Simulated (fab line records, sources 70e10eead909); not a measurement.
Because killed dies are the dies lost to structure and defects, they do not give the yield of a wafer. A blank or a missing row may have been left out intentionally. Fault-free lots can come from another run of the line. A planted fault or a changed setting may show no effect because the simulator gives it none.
fab line records	flow nand_harc
[record] lots = 24	wafers = 72	last_day = 25
route steps=1159 shown A_SLIT@790 A_WL_FILL@813 A_CONTACT@843
lots that met no fault: taken from a fault-free run of the same line
start_h: the number of hours between the record's first day and the start of the first shown wafer of the lot	wait_h: hours from the lot's prior step to this one	" the same as in the row above	L1.1+2: a single row standing in for several wafers	- value missing, or start not given	* or withheld: withheld	< > ~ a bound
route shown NAME@n: a module of which the file shows steps, and the number in the route of the first	usual: mean/standard deviation taken from wafers without a fault	same: alike in all rows	chamber/n: place in a boat	sites: the reading at each site	_std_site: their standard deviation	_edge_site: outer sites' mean less inner sites'	radius_mm: for every site, how far away it sits from the centre of the wafer	mask NAME#n: copy n	behind: the tool/chamber that last shaped the wafer	hold: the reason the lot was held/the length of the hold in hours/how it ended	device: which transistor (n, p or np) failed to switch	end of line: tests run on the same wafers once the route is complete	for a step that has no rows: nothing shown but its recipe	killed: the dies lost at the first sort to structure and to defects; this is not the yield of the wafer	map: dies across one wafer; x = killed, . = not, _ = none there
set.NAME: the setting the step ran with; set.NAME@STEP: the setting that earlier step ran with	model.NAME: the simulator's own value behind a step, which no gauge read
a sample of lots followed through the steps of the route, with each step as a table and each wafer as a row
services: the hour from which a tool's chamber was out of use, counted from the record's first day as start_h (under 0 if before that day), plus the number of hours and why
[[steps]]
[step NHARC_A_SLIT_CD_MEAS_09]
[recipe] target_cd_nm = 300	landing_energy_ev = 500
[usual] cd_nm = 300.2/0.68
lot.wafer	tool	chamber	start_h	wait_h	cd_nm
L074.2	cd_sem-01	0	320.69	-	299.7
L074.4	"	0	"	"	300.8
L074.6	"	0	"	"	301.1
L075.4	cd_sem-01	0	329.75	-	299.6
L075.5	"	0	"	"	300.2
L075.6	"	0	"	"	301.3
L076.1	cd_sem-03	0	329.89	-	300.6
L076.4	"	0	"	"	299.5
L076.6	"	0	"	"	300.0
L078.3	cd_sem-02	0	330.05	-	300.5
L078.5	"	0	"	"	300.6
L078.6	"	0	"	"	300.6
L079.1	cd_sem-03	0	341.68	-	300.0
L079.2	"	0	"	"	298.2
L079.5	"	0	"	"	300.9
L077.3	cd_sem-03	0	342.53	-	300.0
L077.5	"	0	"	"	301.0
L077.6	"	0	"	"	300.1
L080.1	cd_sem-02	0	372.68	-	299.8
L080.2	"	0	"	"	299.2
L080.3	"	0	"	"	300.3
L082.3	cd_sem-03	0	372.84	-	300.5
L082.4	"	0	"	"	299.0
L082.5	"	0	"	"	301.2
L081.1	cd_sem-03	0	373.54	-	300.1
L081.4	"	0	"	"	299.9
L081.5	"	0	"	"	299.0
L085.1	cd_sem-01	0	384.60	-	300.0
L085.2	"	0	"	"	300.7
L085.3	"	0	"	"	301.4
L084.1	cd_sem-02	0	385.30	-	299.6
L084.2	"	0	"	"	300.3
L084.6	"	0	"	"	299.5
L083.2	cd_sem-02	0	386.70	-	300.7
L083.3	"	0	"	"	301.0
L083.5	"	0	"	"	300.4
L086.1	cd_sem-01	0	392.38	-	299.9
L086.2	"	0	"	"	300.5
L086.6	"	0	"	"	299.6
L087.1	cd_sem-03	0	392.54	-	299.2
L087.4	"	0	"	"	300.3
L087.6	"	0	"	"	299.1
L090.2	cd_sem-03	0	397.77	-	299.8
L090.3	"	0	"	"	299.9
L090.6	"	0	"	"	299.7
L088.1	cd_sem-01	0	398.02	-	300.8
L088.3	"	0	"	"	301.4
L088.5	"	0	"	"	301.0
L089.1	cd_sem-03	0	419.51	-	301.2
L089.4	"	0	"	"	301.5
L089.5	"	0	"	"	300.9
L094.2	cd_sem-01	0	424.46	-	300.1
L094.3	"	0	"	"	300.0
L094.5	"	0	"	"	299.3
L091.2	cd_sem-01	0	424.61	-	299.1
L091.3	"	0	"	"	299.7
L091.5	"	0	"	"	299.9
L092.3	cd_sem-02	0	424.77	-	300.5
L092.5	"	0	"	"	300.0
L092.6	"	0	"	"	299.7
L093.2	cd_sem-03	0	446.44	-	299.6
L093.4	"	0	"	"	299.5
L093.5	"	0	"	"	299.9
L095.1	cd_sem-03	0	463.44	-	300.0
L095.3	"	0	"	"	300.6
L095.5	"	0	"	"	300.6
L096.3	cd_sem-01	0	464.32	-	300.7
L096.5	"	0	"	"	300.4
L096.6	"	0	"	"	299.0
L097.1	cd_sem-02	0	465.09	-	300.1
L097.5	"	0	"	"	299.8
L097.6	"	0	"	"	300.1
[step NHARC_A_WL_FILL_CVD_03]
[recipe] target_thk_a = 400	temp_c = 300	pressure_torr = 40	wf6_flow_sccm = 40	h2_flow_sccm = 1600	ar_flow_sccm = 1560	time_s = 3302	material = W
[usual] chamber_pressure_Torr = 40.01/0.085	heater_power_w = 511/21	throttle_valve_pct = 7.86/0.2
lot.wafer	tool	chamber	start_h	wait_h	chamber_pressure_Torr	heater_power_w	throttle_valve_pct
L074.2	cvd_w-01	1	342.27	7.2	40.00	529	7.91
L074.4	"	1	"	"	40.01	525	8.10
L074.6	"	0	"	"	40.02	491	7.55
L075.4	cvd_w-01	0	347.40	2.8	39.95	487	7.73
L075.5	"	0	"	"	40.02	479	7.42
L075.6	"	1	"	"	39.94	542	7.99
L076.1	cvd_w-02	0	348.36	3.6	40.16	546	8.15
L076.4	"	0	"	"	39.97	549	8.24
L076.6	"	1	350.72	5.9	39.90	508	7.76
L078.3	cvd_w-01	1	350.25	5.4	39.91	528	7.94
L078.6	"	1	"	"	39.92	524	7.78
L078.5	"	0	"	"	39.94	472	7.86
L079.2	cvd_w-01	0	357.18	3.1	39.92	477	7.69
L079.1	"	1	"	"	40.07	528	7.55
L079.5	"	1	359.50	5.4	39.97	521	8.34
L077.3	cvd_w-01	0	360.90	6.7	39.92	483	7.73
L077.5	"	0	"	"	40.03	471	7.64
L077.6	"	1	"	"	39.96	525	7.99
L080.2	cvd_w-02	0	389.22	4.2	40.00	511	7.98
L080.1	"	1	"	"	40.10	524	7.83
L080.3	"	1	"	"	40.19	521	8.00
L082.3	cvd_w-01	1	389.97	4.9	40.00	536	7.97
L082.4	"	0	"	"	39.76	478	7.86
L082.5	"	1	"	"	39.96	528	8.00
L081.1	cvd_w-01	0	391.86	6.7	40.25	498	7.80
L081.4	"	0	"	"	40.23	483	7.59
L081.5	"	0	"	"	40.12	478	7.76
L084.2	cvd_w-01	1	397.07	0.2	39.99	523	7.96
L084.1	"	0	"	"	39.84	479	7.83
L084.6	"	0	399.46	2.6	40.10	486	7.55
L085.2	cvd_w-02	1	397.55	0.7	40.12	535	7.79
L085.1	"	0	"	"	40.06	533	7.97
L085.3	"	0	"	"	39.96	518	7.79
L083.2	cvd_w-01	0	402.47	0.4	40.11	482	7.64
L083.3	"	0	"	"	40.13	481	7.95
L083.5	"	1	404.83	2.8	39.88	531	7.87
L086.1	cvd_w-02	0	404.74	0.1	39.94	526	7.81
L086.2	"	1	"	"	39.99	527	8.20
L086.6	"	0	406.63	1.9	39.86	533	7.66
L087.1	cvd_w-01	0	405.78	0.9	39.98	483	7.76
L087.4	"	0	"	"	39.82	494	8.10
L087.6	"	0	"	"	40.04	469	7.68
L088.1	cvd_w-01	0	414.87	1.9	40.05	491	7.64
L088.3	"	0	"	"	40.18	467	7.84
L088.5	"	0	"	"	39.96	486	7.69
L090.2	cvd_w-01	1	417.71	4.7	39.94	527	8.08
L090.3	"	1	"	"	40.07	532	8.27
L090.6	"	0	"	"	40.14	490	7.92
L089.1	cvd_w-02	0	432.07	0.1	39.86	517	7.63
L089.4	"	1	433.48	1.5	40.02	528	7.84
L089.5	"	0	"	"	39.92	517	7.78
L094.2	cvd_w-02	0	439.57	2.9	39.99	520	7.81
L094.3	"	1	440.98	4.3	39.96	507	7.77
L094.5	"	1	"	"	39.95	521	7.79
L091.2	cvd_w-01	0	440.60	3.7	39.96	474	7.77
L091.3	"	0	"	"	39.93	498	7.93
L091.5	"	0	443.38	6.5	40.04	483	7.61
L092.3	cvd_w-02	1	443.81	6.8	40.04	534	8.00
L092.5	"	0	"	"	40.07	519	7.54
L092.6	"	1	"	"	40.12	528	7.83
L093.2	cvd_w-02	1	459.17	0.5	40.07	537	7.74
L093.4	"	1	"	"	39.95	527	8.16
L093.5	"	1	"	"	39.83	523	8.22
L097.1	cvd_w-02	1	477.30	0.1	40.01	522	8.11
L097.5	"	1	479.19	2.0	40.01	525	8.16
L097.6	"	0	"	"	40.06	517	7.95
L096.3	cvd_w-01	1	478.17	1.0	40.03	528	8.18
L096.5	"	1	"	"	39.94	525	7.90
L096.6	"	0	"	"	40.09	479	7.93
L095.1	cvd_w-02	0	480.60	3.3	40.00	496	7.93
L095.3	"	1	"	"	40.06	528	7.99
L095.5	"	0	482.47	5.1	40.04	518	7.92
[step NHARC_A_CONTACT_DEP_29]
[recipe] target_thk_a = 700	target_thk_nm = 70	temp_c = 400	pressure_torr = 3.5	flow_sccm = 200	rf_w = 350	material = SiON
[usual] chamber_pressure_Torr = 3.500/0.0081	heater_power_w = 780/100	rf_fwd_power_W = 348.6/1.1
lot.wafer	tool	chamber	start_h	wait_h	chamber_pressure_Torr	heater_power_w	rf_fwd_power_W
L074.2	pecvd-04	0	370.32	1.7	3.504	776	349.0
L074.4	"	1	"	"	3.500	881	347.9
L074.6	"	2	"	"	3.503	634	346.9
L078.3	pecvd-02	2	375.49	1.2	3.510	791	347.0
L078.6	"	0	"	"	3.499	890	349.6
L078.5	"	1	"	"	3.499	759	346.2
L075.6	pecvd-04	0	376.27	0.1	3.496	747	349.4
L075.5	"	1	"	"	3.505	942	348.1
L075.4	"	2	"	"	3.501	650	348.2
L076.1	pecvd-02	2	379.74	2.0	3.501	724	348.3
L076.6	"	0	"	"	3.499	790	350.6
L076.4	"	2	"	"	3.497	718	347.4
L079.2	pecvd-03	2	388.08	1.5	3.501	786	347.6
L079.1	"	0	"	"	3.510	731	347.9
L079.5	"	2	"	"	3.514	806	347.8
L077.3	pecvd-02	2	393.98	1.2	3.491	768	347.7
L077.6	"	0	"	"	3.505	874	348.4
L077.5	"	1	"	"	3.507	808	348.7
L082.3	pecvd-02	0	417.03	1.2	3.491	851	348.0
L082.4	"	0	"	"	3.500	860	349.0
L082.5	"	1	"	"	3.499	817	346.9
L081.1	pecvd-03	0	417.10	1.8	3.500	768	349.6
L081.4	"	1	"	"	3.482	679	348.9
L081.5	"	2	"	"	3.495	950	349.8
L080.1	pecvd-03	1	421.84	1.9	3.496	649	348.7
L080.2	"	2	"	"	3.506	968	349.4
L080.3	"	0	"	"	3.488	715	347.0
L084.1	pecvd-03	0	428.62	1.9	3.493	698	346.8
L084.2	"	2	"	"	3.497	938	348.8
L084.6	"	2	"	"	3.509	924	349.7
L085.1	pecvd-03	1	430.80	1.8	3.499	566	349.9
L085.3	"	2	"	"	3.495	802	349.9
L085.2	"	0	"	"	3.511	694	347.1
L086.1	pecvd-03	1	433.91	1.9	3.504	687	348.1
L086.2	"	2	"	"	3.504	834	349.5
L086.6	"	1	"	"	3.507	686	348.3
L083.2	pecvd-03	1	434.99	1.5	3.497	639	349.9
L083.3	"	0	"	"	3.492	668	348.1
L083.5	"	0	"	"	3.489	700	348.4
L087.1	pecvd-04	1	439.10	1.9	3.489	915	347.7
L087.6	"	2	"	"	3.506	610	349.0
L087.4	"	0	"	"	3.499	902	350.3
L088.3	pecvd-02	2	443.77	1.1	3.490	736	348.9
L088.1	"	1	"	"	3.509	789	349.8
L088.5	"	1	"	"	3.501	798	348.8
L090.3	pecvd-04	1	443.87	1.1	3.489	860	348.8
L090.2	"	2	"	"	3.509	635	348.1
L090.6	"	0	"	"	3.476	911	348.1
L089.1	pecvd-04	1	461.67	1.9	3.489	931	348.2
L089.5	"	1	"	"	3.507	926	347.3
L089.4	"	2	"	"	3.502	646	350.5
L094.2	pecvd-04	0	468.51	1.5	3.510	786	350.3
L094.3	"	1	"	"	3.493	838	348.5
L094.5	"	2	"	"	3.506	622	349.4
L091.2	pecvd-03	0	472.15	1.5	3.486	771	348.2
L091.3	"	1	"	"	3.492	587	347.7
L091.5	"	2	"	"	3.494	935	348.0
L092.3	pecvd-02	1	475.07	1.2	3.503	853	346.5
L092.5	"	0	"	"	3.497	869	349.7
L092.6	"	1	"	"	3.490	812	345.9
L093.2	pecvd-03	0	492.31	1.5	3.502	794	348.0
L093.5	"	1	"	"	3.491	588	348.2
L093.4	"	2	"	"	3.510	786	348.7
L097.1	pecvd-02	2	507.08	1.8	3.488	821	348.5
L097.5	"	0	"	"	3.492	890	349.7
L097.6	"	1	"	"	3.506	825	349.8
L095.1	pecvd-02	2	512.56	2.1	3.491	783	347.9
L095.3	"	1	"	"	3.516	712	348.8
L095.5	"	2	"	"	3.500	791	348.4
L096.3	pecvd-02	2	513.06	1.2	3.500	742	349.5
L096.6	"	0	"	"	3.511	803	349.7
L096.5	"	2	"	"	3.491	740	349.2
[step NHARC_A_CONTACT_ETCH_51]
[recipe] target_depth_a = 36000	over_etch_frac = 0.3	time_s = 936	ion_energy_ev = 150	o2_flow_sccm = 400	cos_flow_sccm = 20	ar_flow_sccm = 0	rf_w = 500	bias_w = 300	chemistry = O2/COS
[usual] drypump_motor_current_A = 5.8/0.44	oes_product_au = 0.999/0.011	rf_fwd_power_W = 499.7/1.5	rf_vpp_V = 313.5/2.1	showerhead_plenum_p_Torr = 3.07/0.14	throttle_valve_pct = 28.330/0.0095
lot.wafer	tool	chamber	start_h	wait_h	drypump_motor_current_A	oes_product_au	rf_fwd_power_W	rf_hours_counter_h	rf_vpp_V	showerhead_plenum_p_Torr	throttle_valve_pct
L074.2	rie_diel-13	1	-	-	6.0	0.981	499.3	36	313.0	3.03	28.332
L074.4	"	2	"	"	5.0	0.978	499.6	37	313.8	3.05	28.316
L074.6	"	3	"	"	6.2	0.997	499.5	-	316.7	3.32	28.319
L078.3	rie_diel-03	2	-	-	5.9	1.004	497.5	27	314.7	3.14	28.327
L078.6	"	1	"	"	5.4	0.996	501.4	-	317.6	3.32	28.339
L078.5	"	2	"	"	5.8	1.002	496.3	-	314.9	3.14	28.332
L075.4	rie_diel-03	2	-	-	5.9	1.000	503.0	27	315.2	3.14	28.343
L075.6	"	0	"	"	5.8	1.010	499.8	-	314.1	3.04	28.352
L075.5	"	1	"	"	5.4	0.996	501.1	-	318.4	3.32	28.332
L076.1	rie_diel-08	2	-	-	5.0	0.984	500.5	29	313.9	2.95	28.311
L076.4	"	3	"	"	5.3	1.023	502.0	28	310.4	2.90	28.329
L076.6	"	2	"	"	5.0	0.990	502.8	-	311.2	2.96	28.331
L079.2	rie_diel-03	0	-	-	5.9	0.994	498.5	30	313.2	3.04	28.346
L079.1	"	2	"	"	5.8	1.007	501.1	31	315.4	3.14	28.321
L079.5	"	0	"	"	5.9	0.993	497.4	-	312.4	3.04	28.323
L077.3	rie_diel-08	2	-	-	5.0	0.985	497.0	34	312.5	2.95	28.316
L077.6	"	0	"	"	5.4	0.994	497.2	-	312.8	2.97	28.329
L077.5	"	1	"	"	6.0	1.010	502.9	-	310.4	2.92	28.327
L082.4	rie_diel-03	1	-	-	5.4	0.991	499.3	2	316.9	3.32	28.333
L082.3	"	2	"	"	5.9	0.987	500.0	2	313.9	3.13	28.326
L082.5	"	0	"	"	5.9	0.991	499.0	-	312.8	3.03	28.341
L081.1	rie_diel-13	3	-	-	6.2	0.991	497.3	52	315.7	3.32	28.321
L081.4	"	1	"	"	6.0	0.984	501.3	55	313.1	3.02	28.324
L081.5	"	0	"	"	6.2	1.015	497.5	-	311.1	2.94	28.331
L080.2	rie_diel-03	1	-	-	5.4	1.000	500.3	3	317.2	3.32	28.326
L080.3	"	2	"	"	5.8	0.988	500.4	3	315.2	3.13	28.335
L080.1	"	3	"	"	6.5	1.001	501.5	3	313.4	2.97	28.333
L084.2	rie_diel-08	1	-	-	6.0	1.012	500.5	47	312.0	2.92	28.320
L084.1	"	2	"	"	5.0	0.983	500.7	45	312.7	2.95	28.337
L084.6	"	2	"	"	5.0	0.984	500.8	-	311.8	2.95	28.322
L085.3	rie_diel-03	0	-	-	5.9	1.003	500.0	4	312.0	3.03	28.336
L085.1	"	1	"	"	5.4	1.007	500.4	4	316.8	3.32	28.332
L085.2	"	2	"	"	5.8	0.994	498.5	5	313.8	3.13	28.331
L086.1	rie_diel-03	3	-	-	6.5	0.995	498.9	5	312.0	2.97	28.321
L086.2	"	2	"	"	5.9	1.002	497.3	5	313.5	3.13	28.323
L086.6	"	3	"	"	6.5	1.008	500.0	-	311.7	2.97	28.322
L083.3	rie_diel-13	1	-	-	6.0	0.988	499.5	61	313.6	3.02	28.320
L083.2	"	3	"	"	6.1	1.007	497.6	58	315.5	3.31	28.339
L083.5	"	2	"	"	5.0	0.971	498.7	-	311.7	3.04	28.321
L087.1	rie_diel-08	1	-	-	6.0	1.007	496.8	51	312.2	2.91	28.334
L087.4	"	2	"	"	5.0	0.996	501.8	49	310.5	2.95	28.320
L087.6	"	3	"	"	5.3	1.026	499.6	-	310.7	2.89	28.322
L088.3	rie_diel-03	1	-	-	5.4	1.004	499.9	8	315.1	3.32	28.337
L088.1	"	2	"	"	5.8	0.993	497.9	8	313.2	3.13	28.325
L088.5	"	3	"	"	6.5	1.005	502.2	-	311.5	2.97	28.325
L090.3	rie_diel-03	1	-	-	5.4	0.997	500.3	9	318.2	3.32	28.335
L090.2	"	3	"	"	6.5	0.992	499.3	9	312.8	2.97	28.326
L090.6	"	3	"	"	6.6	0.997	500.4	-	311.8	2.97	28.330
L089.1	rie_diel-08	0	-	-	5.4	0.979	497.9	55	311.6	2.96	28.331
L089.5	"	1	"	"	6.0	1.012	501.4	-	312.0	2.91	28.340
L089.4	"	0	"	"	5.4	0.965	498.2	-	311.6	2.96	28.343
L094.2	rie_diel-03	3	-	-	6.5	1.005	501.2	13	312.1	2.97	28.332
L094.3	"	2	"	"	5.9	0.997	498.2	14	314.0	3.13	28.336
L094.5	"	3	"	"	6.5	1.000	502.6	-	312.0	2.97	28.328
L091.3	rie_diel-03	3	-	-	6.5	1.011	500.5	14	312.3	2.97	28.326
L091.2	"	2	"	"	5.8	0.997	500.6	14	314.8	3.13	28.321
L091.5	"	0	"	"	5.9	0.999	501.0	-	313.6	3.03	28.345
L092.3	rie_diel-03	3	-	-	6.6	1.000	499.3	15	313.1	2.97	28.317
L092.5	"	1	"	"	5.4	1.007	498.8	-	316.3	3.31	28.323
L092.6	"	2	"	"	5.8	0.987	500.2	-	313.4	3.13	28.329
L093.4	rie_diel-13	1	-	-	6.0	0.994	499.4	11	312.6	3.01	28.338
L093.2	"	2	"	"	5.0	1.002	502.2	11	313.5	3.03	28.341
L093.5	"	1	"	"	6.0	0.994	500.1	-	312.6	3.01	28.341
L097.1	rie_diel-03	2	-	-	5.8	0.996	499.5	20	313.3	3.13	28.344
L097.5	"	1	"	"	5.4	1.009	498.9	-	316.9	3.31	28.333
L097.6	"	2	"	"	5.8	1.008	500.9	-	314.7	3.13	28.331
L095.3	rie_diel-03	2	-	-	5.8	1.005	499.3	21	313.3	3.13	28.345
L095.1	"	3	"	"	6.5	0.994	498.6	21	311.3	2.96	28.338
L095.5	"	0	"	"	5.9	1.007	501.1	-	313.5	3.03	28.328
L096.3	rie_diel-03	0	-	-	5.9	0.997	499.4	17	311.7	3.03	28.339
L096.6	"	2	"	"	5.8	1.009	499.6	-	314.7	3.12	28.326
L096.5	"	3	"	"	6.5	0.990	500.0	-	311.9	2.96	28.324
[step NHARC_A_CONTACT_ETCH_120]
[recipe] source_w = withheld	pressure_mtorr = 20	bias_v = 3000	time_s = 94	target_depth_a = 9220	ar_flow_sccm = withheld	c4f8_flow_sccm = withheld	o2_flow_sccm = withheld	chemistry = C4F8/O2/Ar
lot.wafer	tool	chamber	start_h	wait_h	rf_hours_counter_h
L074.2	har_cap_etch-02	1	373.95	0.1	8
L074.4	"	1	"	"	-
L074.6	"	0	"	"	-
L078.3	har_cap_etch-02	1	378.73	0.1	-
L078.5	"	0	"	"	-
L078.6	"	1	"	"	-
L075.4	har_cap_etch-03	1	379.88	0.1	-
L075.5	"	0	"	"	-
L075.6	"	1	"	"	-
L076.1	har_cap_etch-02	0	384.34	0.1	12
L076.4	"	0	"	"	-
L076.6	"	0	"	"	-
L079.2	har_cap_etch-01	0	391.18	0.1	59
L079.1	"	1	"	"	59
L079.5	"	0	"	"	-
L077.3	har_cap_etch-02	1	397.30	0.1	-
L077.6	"	0	"	"	-
L077.5	"	1	"	"	-
L082.4	har_cap_etch-03	0	420.19	0.1	-
L082.3	"	1	"	"	-
L082.5	"	1	"	"	-
L081.1	har_cap_etch-02	1	420.31	0.1	18
L081.4	"	1	"	"	-
L081.5	"	1	"	"	-
L080.1	har_cap_etch-01	1	424.92	0.1	63
L080.2	"	0	"	"	63
L080.3	"	1	"	"	-
L084.2	har_cap_etch-01	0	431.72	0.1	64
L084.1	"	1	"	"	64
L084.6	"	1	"	"	-
L085.2	har_cap_etch-02	1	434.33	0.1	20
L085.1	"	0	"	"	20
L085.3	"	1	"	"	-
L086.2	har_cap_etch-03	0	436.96	0.1	95
L086.1	"	1	"	"	95
L086.6	"	0	"	"	-
L083.2	har_cap_etch-01	1	438.10	0.1	66
L083.3	"	1	"	"	-
L083.5	"	1	"	"	-
L087.1	har_cap_etch-01	1	442.01	0.1	67
L087.4	"	0	"	"	-
L087.6	"	1	"	"	-
L088.1	har_cap_etch-02	1	447.39	0.1	24
L088.3	"	0	"	"	-
L088.5	"	1	"	"	-
L090.2	har_cap_etch-03	1	448.01	0.1	99
L090.3	"	0	"	"	-
L090.6	"	1	"	"	-
L089.1	har_cap_etch-01	1	465.12	0.1	73
L089.4	"	1	"	"	-
L089.5	"	0	"	"	-
L094.2	har_cap_etch-03	0	471.64	0.1	102
L094.3	"	0	"	"	-
L094.5	"	0	"	"	-
L091.2	har_cap_etch-01	0	475.26	0.1	74
L091.3	"	0	"	"	-
L091.5	"	0	"	"	-
L092.3	har_cap_etch-03	0	478.03	0.1	-
L092.5	"	1	"	"	-
L092.6	"	0	"	"	-
L093.2	har_cap_etch-02	0	495.30	0.1	33
L093.4	"	1	"	"	-
L093.5	"	1	"	"	-
L097.1	har_cap_etch-02	0	510.49	0.1	34
L097.6	"	1	"	"	-
L097.5	"	0	"	"	-
L095.1	har_cap_etch-03	0	515.57	0.1	108
L095.3	"	1	"	"	-
L095.5	"	0	"	"	-
L096.3	har_cap_etch-01	1	516.90	0.1	-
L096.6	"	0	"	"	-
L096.5	"	1	"	"	-
[step NHARC_A_CONTACT_ETCH_90]
[recipe] target_depth_a = 400	over_etch_frac = 0.5	time_s = 85.7	ion_energy_ev = 120	ch3f_flow_sccm = 50	o2_flow_sccm = 30	ar_flow_sccm = 200	rf_w = 500	bias_w = 100	chemistry = CH3F/O2
[usual] drypump_motor_current_A = 5.7/0.45	oes_product_au = 0.94/0.034	rf_fwd_power_W = 496.2/1.6	rf_vpp_V = 243.7/1.9	showerhead_plenum_p_Torr = 2.41/0.12	throttle_valve_pct = 20.662/0.01
lot.wafer	tool	chamber	start_h	wait_h	drypump_motor_current_A	oes_product_au	rf_fwd_power_W	rf_hours_counter_h	rf_vpp_V	showerhead_plenum_p_Torr	throttle_valve_pct
L074.2	rie_diel-13	1	374.82	0.5	6.0	0.91	495.0	36	243.5	2.38	20.665
L074.4	"	2	"	"	5.0	0.90	498.5	38	243.6	2.40	20.666
L074.6	"	1	"	"	6.0	0.91	496.8	-	244.6	2.39	20.672
L078.3	rie_diel-08	1	379.58	0.4	6.0	0.94	496.2	26	243.7	2.30	20.657
L078.6	"	3	"	"	5.3	0.94	497.4	-	242.3	2.28	20.660
L078.5	"	0	"	"	5.4	0.93	496.5	-	241.5	2.34	20.661
L075.4	rie_diel-03	1	380.89	0.4	5.4	0.92	495.7	28	246.1	2.62	20.667
L075.6	"	1	"	"	5.4	0.93	494.9	-	246.3	2.62	20.677
L075.5	"	2	"	"	5.8	0.92	496.2	-	243.7	2.47	20.682
L076.4	rie_diel-08	3	385.21	0.4	5.3	0.94	497.7	28	241.6	2.28	20.645
L076.1	"	0	"	"	5.4	0.90	496.5	24	242.6	2.34	20.661
L076.6	"	0	"	"	5.4	0.91	496.2	-	243.8	2.34	20.667
L079.2	rie_diel-03	0	392.05	0.5	5.9	0.92	496.4	31	243.0	2.39	20.656
L079.1	"	1	"	"	5.4	0.93	494.5	30	246.0	2.62	20.667
L079.5	"	0	"	"	5.9	0.92	496.2	-	242.9	2.39	20.654
L077.3	rie_diel-13	0	398.34	0.4	6.2	1.01	497.3	37	243.2	2.32	20.668
L077.5	"	3	"	"	6.2	1.00	498.9	-	246.1	2.62	20.659
L077.6	"	0	"	"	6.2	1.01	497.8	-	242.5	2.32	20.673
L082.4	rie_diel-03	2	421.05	0.5	5.8	0.95	495.5	2	245.3	2.47	20.647
L082.3	"	3	"	"	6.5	0.94	495.8	3	242.4	2.34	20.672
L082.5	"	1	"	"	5.4	0.96	497.8	-	246.0	2.62	20.650
L081.1	rie_diel-08	2	421.17	0.5	5.0	0.90	495.5	42	240.8	2.32	20.671
L081.4	"	1	"	"	6.0	0.92	497.6	44	240.7	2.29	20.656
L081.5	"	2	"	"	5.0	0.91	496.0	-	243.1	2.32	20.659
L080.3	rie_diel-08	1	425.79	0.4	6.0	0.93	498.6	46	242.4	2.29	20.651
L080.2	"	3	"	"	5.3	0.94	497.9	43	241.8	2.27	20.675
L080.1	"	0	"	"	5.4	0.92	495.5	41	244.0	2.33	20.671
L084.2	rie_diel-13	1	432.62	0.6	5.9	0.92	494.8	59	243.5	2.38	20.679
L084.1	"	2	"	"	5.0	0.91	498.6	60	244.4	2.39	20.654
L084.6	"	3	"	"	6.1	0.93	497.8	-	246.2	2.61	20.649
L085.3	rie_diel-03	0	435.22	0.5	5.9	0.93	494.7	5	243.4	2.39	20.655
L085.2	"	1	"	"	5.4	0.94	496.9	5	248.7	2.62	20.646
L085.1	"	2	"	"	5.8	0.93	495.3	5	244.5	2.47	20.666
L086.2	rie_diel-08	2	437.84	0.5	5.0	0.92	497.5	48	243.1	2.32	20.672
L086.1	"	3	"	"	5.3	0.94	495.4	46	242.7	2.27	20.662
L086.6	"	2	"	"	5.0	0.91	496.6	-	242.5	2.32	20.663
L083.2	rie_diel-08	2	438.96	0.5	5.0	0.91	497.8	49	242.0	2.32	20.661
L083.3	"	1	"	"	6.0	0.94	495.3	50	243.1	2.29	20.656
L083.5	"	2	"	"	5.0	0.91	499.7	-	241.7	2.32	20.646
L087.4	rie_diel-03	3	442.95	0.5	6.5	0.99	494.2	7	242.9	2.34	20.678
L087.1	"	0	"	"	5.8	0.99	494.8	7	244.4	2.39	20.653
L087.6	"	2	"	"	5.8	1.00	496.7	-	244.1	2.47	20.665
L088.1	rie_diel-03	3	448.32	0.6	6.5	0.93	496.7	10	240.8	2.34	20.676
L088.3	"	1	"	"	5.4	0.93	495.9	10	245.9	2.62	20.663
L088.5	"	2	"	"	5.8	0.91	496.0	-	244.6	2.47	20.655
L090.2	rie_diel-03	1	448.89	0.5	5.4	0.92	495.4	10	246.7	2.62	20.663
L090.3	"	2	"	"	5.9	0.93	495.7	10	243.3	2.47	20.670
L090.6	"	3	"	"	6.5	0.92	493.3	-	242.2	2.34	20.657
L089.1	rie_diel-03	3	465.99	0.5	6.5	1.00	496.7	13	242.8	2.33	20.671
L089.4	"	2	"	"	5.8	1.00	493.3	13	245.2	2.46	20.671
L089.5	"	0	"	"	5.9	0.99	495.4	-	243.5	2.39	20.656
L094.3	rie_diel-03	0	472.51	0.4	5.9	0.92	495.7	9	242.0	2.39	20.647
L094.2	"	2	"	"	5.8	0.91	492.3	14	244.6	2.46	20.655
L094.5	"	0	"	"	5.9	0.92	496.4	-	244.0	2.39	20.667
L091.2	rie_diel-08	1	476.14	0.6	6.0	0.93	497.8	67	241.0	2.28	20.674
L091.3	"	3	"	"	5.4	0.94	495.2	64	241.5	2.27	20.676
L091.5	"	0	"	"	5.4	0.92	494.5	-	242.3	2.33	20.653
L092.3	rie_diel-13	2	478.89	0.4	5.0	0.99	495.8	6	244.6	2.39	20.669
L092.6	"	3	"	"	6.2	0.97	499.4	-	246.0	2.61	20.655
L092.5	"	0	"	"	6.2	1.00	496.6	-	241.4	2.31	20.662
L093.4	rie_diel-03	0	496.16	0.4	5.8	1.01	497.0	14	244.0	2.38	20.665
L093.2	"	3	"	"	6.5	1.01	495.2	19	241.9	2.33	20.649
L093.5	"	1	"	"	5.4	1.03	497.3	-	246.5	2.61	20.673
L097.1	rie_diel-08	3	511.55	0.6	5.4	1.00	497.4	10	246.4	2.66	20.659
L097.5	"	3	"	"	5.3	0.99	496.1	-	247.3	2.66	20.652
L097.6	"	0	"	"	5.4	0.99	495.7	-	242.5	2.32	20.654
L095.3	rie_diel-03	2	516.47	0.4	5.8	0.93	495.2	22	243.8	2.46	20.657
L095.1	"	3	"	"	6.5	0.92	494.7	22	243.8	2.33	20.669
L095.5	"	1	"	"	5.4	0.93	494.8	-	248.1	2.61	20.665
L096.3	rie_diel-03	2	517.96	0.5	5.8	0.93	496.0	22	244.9	2.46	20.659
L096.5	"	3	"	"	6.5	0.92	498.3	-	242.2	2.33	20.650
L096.6	"	0	"	"	5.8	0.93	494.6	-	243.8	2.38	20.666
[[services]]
tool	chamber	start_h	hours	kind
rie_diel-03	0	322.31	-	clean
rie_diel-03	1	322.31	-	clean
rie_diel-03	2	322.31	-	clean
rie_diel-03	3	322.31	-	clean
rie_diel-08	0	328.04	12.9	repair
pecvd-02	-	334.29	13.0	pm
pecvd-04	1	362.13	5.7	repair
har_cap_etch-03	-	365.51	0.3	repair
cvd_w-02	-	376.22	13.0	pm
pecvd-04	-	376.36	13.0	pm
har_cap_etch-02	-	386.57	0.4	repair
rie_diel-03	-	392.31	9.0	pm
pecvd-02	-	422.12	0.9	repair
rie_diel-03	0	443.50	13.9	repair
rie_diel-13	-	453.05	9.0	pm
rie_diel-03	3	454.87	3.4	repair
har_cap_etch-02	-	456.12	2.6	repair
pecvd-04	-	472.32	2.2	repair
pecvd-03	-	473.46	13.0	pm
rie_diel-08	-	478.98	9.0	pm
cvd_w-01	-	480.06	13.0	pm
rie_diel-13	3	489.67	2.4	repair
cvd_w-02	0	495.44	10.2	repair
pecvd-02	-	515.29	13.0	pm
[[key]]
fault none
